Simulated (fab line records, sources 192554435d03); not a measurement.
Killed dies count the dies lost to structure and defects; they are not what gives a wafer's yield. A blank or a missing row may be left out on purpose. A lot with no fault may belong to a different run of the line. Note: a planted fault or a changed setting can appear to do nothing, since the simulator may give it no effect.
Matching of chambers | flow n5_finfet | rie_diel-04 running N5_BEOL_M2_VIA_ETCH_34: 4 sister chambers
The step etches the open film in C4F6/O2, target depth 69.4 nm, time 65.9 s. 22 wafers are shown with their chamber, then 11 later ones without.

== WAFERS WITH THEIR CHAMBER ==
wafer  | chamber | throttle_valve_pct (%) | drypump_motor_current_A (A) | rf_vpp_V (V)
L076.2 | 1       | 30.3                   | 5.4                         | 678
L076.5 | 0       | 31.2                   | 5.5                         | 679
L076.6 | 3       | 31.3                   | 4.9                         | 706
L078.1 | 3       | 31.4                   | 4.9                         | 706
L078.2 | 2       | 30.5                   | 5.3                         | 645
L078.6 | 0       | 31.2                   | 5.5                         | 676
L080.1 | 2       | 30.5                   | 5.3                         | 645
L080.3 | 3       | 31.4                   | 4.9                         | 707
L080.5 | 1       | 30.3                   | 5.3                         | 678
L079.1 | 0       | 31.2                   | 5.5                         | 677
L079.4 | 0       | 31.2                   | 5.5                         | 678
L079.5 | 3       | 31.4                   | 4.9                         | 705
L083.3 | 3       | 31.4                   | 4.9                         | 706
L083.5 | 3       | 31.4                   | 4.9                         | 706
L083.6 | 1       | 30.3                   | 5.4                         | 689
L084.2 | 1       | 30.3                   | 5.4                         | 690
L084.3 | 2       | 30.5                   | 5.3                         | 645
L084.6 | 1       | 30.3                   | 5.4                         | 690
L086.1 | 1       | 30.3                   | 5.4                         | 689
L086.2 | 3       | 31.4                   | 4.9                         | 706
L086.5 | 2       | 30.5                   | 5.3                         | 645
L089.2 | 3       | 31.4                   | 4.9                         | 705

SIGNATURES, as means of the wafers listed above
reading                 | chamber 0 | chamber 1 | chamber 2 | chamber 3 | scatter within a chamber
throttle_valve_pct      | 31.200    | 30.300    | 30.500    | 31.387    | 0.022
drypump_motor_current_A | 5.500     | 5.383     | 5.300     | 4.900     | 0.0215
rf_vpp_V                | 677.50    | 685.67    | 645.00    | 705.88    | 3.21
Rule: a wafer lies at a distance from a chamber equal to the root of the sum of squares, over the readings, of (its reading less the chamber's mean, divided by the reading's scatter). The wafer belongs to the nearest chamber; if the next one is less than 2 further off, it can't be placed. The scatter: take each reading less its chamber's mean, square it, sum over the shown wafers, divide by the number of wafers less the number of chambers, and take the root.

== WAFERS WITH NO CHAMBER GIVEN ==
wafer  | throttle_valve_pct (%) | drypump_motor_current_A (A) | rf_vpp_V (V)
L089.5 | 30.3                   | 5.4                         | 690
L089.6 | 30.5                   | 5.3                         | 644
L091.4 | 30.6                   | 5.3                         | 645
L091.5 | 30.6                   | 5.3                         | 646
L091.6 | 31.4                   | 4.9                         | 706
L094.1 | 31.4                   | 4.9                         | 706
L094.3 | 30.4                   | 5.4                         | 690
L094.5 | 30.4                   | 5.4                         | 690
L096.3 | 30.4                   | 5.3                         | 689
L096.5 | 30.4                   | 5.3                         | 687
L096.6 | 31.0                   | 5.5                         | 677

== WHICH CHAMBER EACH ONE RAN IN ==
wafer  | from the rows above | in truth
L089.5 | 1                   | 1
L089.6 | 2                   | 2
L091.4 | 2                   | 2
L091.5 | 2                   | 2
L091.6 | 3                   | 3
L094.1 | 3                   | 3
L094.3 | 1                   | 1
L094.5 | 1                   | 1
L096.3 | 1                   | 1
L096.5 | 1                   | 1
L096.6 | 0                   | 0
Placed correctly: 11 of 11. Not placeable from these rows: 0. 0 placed wrongly.
